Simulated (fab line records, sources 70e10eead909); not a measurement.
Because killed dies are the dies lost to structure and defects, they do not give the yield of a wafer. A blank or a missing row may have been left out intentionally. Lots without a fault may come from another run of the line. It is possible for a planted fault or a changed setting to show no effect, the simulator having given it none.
Chamber matching ; flow nand-harc ; ald-metal-02 running NHARC_A_WL_FILL_ALD_19: 4 sister chambers
The step deposits TiN, target thk 2 nm, pulse time 3 s, ald cycles 100. 4 wafers are shown with their chamber, then 6 later ones without.

EACH WAFER AND ITS CHAMBER
wafer;chamber;heater-power-w (W)
L716.5;1;1179
L718.2;2;1349
L726.5;0;1061
L726.6;3;1016

WAFERS WHOSE CHAMBER IS MISSING
wafer;heater-power-w (W)
L733.2;1002
L733.3;1067
L733.4;1354
L731.1;998
L731.3;1057
L731.5;1071

CHAMBER TAKEN BY EACH
wafer;from the rows above;in truth
L733.2;3;3
L733.3;0;0
L733.4;2;2
L731.1;3;3
L731.3;0;0
L731.5;0;0
Placed correctly: 6 of 6. Left unplaced by these rows: 0. Wrongly placed: 0.
How it was worked out, from the rows above alone: a wafer's distance from a chamber is the root of the sum, over the readings, of the square of ((its reading less the chamber's mean) divided by the reading's scatter). The wafer belongs to the nearest chamber; if the next one is less than 2 further off, it can't be placed. A chamber's mean is the mean of its shown wafers. The scatter: with one shown wafer a chamber, the root of the mean of the squares of how far each hidden wafer lies from its nearest shown one.
